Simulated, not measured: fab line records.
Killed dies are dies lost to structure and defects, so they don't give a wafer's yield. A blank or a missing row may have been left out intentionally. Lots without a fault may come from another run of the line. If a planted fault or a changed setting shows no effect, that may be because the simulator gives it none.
Chamber matching -- flow n5Finfet -- N5_BEOL_M2_DEP_57 on pecvd-01 has 3 sister chambers
The step deposits SiCN from 3MS/NH3, target thk 8 nm, time 14 s. 3 wafers are shown with their chamber, then 10 later ones without.

## WAFERS PAIRED WITH THEIR CHAMBERS
wafer,chamber,throttleValvePct (%)
L087.4,0,9.2
L087.6,1,9.2
L092.4,2,8.5

## WAFERS MISSING THEIR CHAMBER
wafer,throttleValvePct (%)
L092.5,9.1
L091.2,8.5
L091.4,8.5
L091.6,9.6
L096.1,8.6
L096.2,9.3
L096.4,9.4
L097.1,8.6
L097.2,9.2
L097.4,8.6

## THE CHAMBER EACH PASSED THROUGH
wafer,from the rows above,in truth
L092.5,can't be placed: 0 or 1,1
L091.2,2,2
L091.4,2,2
L091.6,can't be placed: 0 or 1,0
L096.1,2,2
L096.2,can't be placed: 0 or 1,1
L096.4,can't be placed: 0 or 1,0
L097.1,2,2
L097.2,can't be placed: 0 or 1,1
L097.4,2,2
5 of 10 placed correctly. These rows do not allow placing 5 (true chamber among the candidates in 5). Placed wrongly: 0.
How it was worked out, from the rows above alone: a wafer's distance from a chamber is the root of the sum, over the readings, of the square of ((its reading less the chamber's mean) divided by the reading's scatter). If the next closest chamber is less than 2 further off than the closest, the wafer can't be placed; otherwise it belongs to the closest. A chamber's mean is the mean of its shown wafers. The scatter (one wafer shown for each chamber): square how far every hidden wafer sits from the nearest shown wafer, average those squares and take the square root.
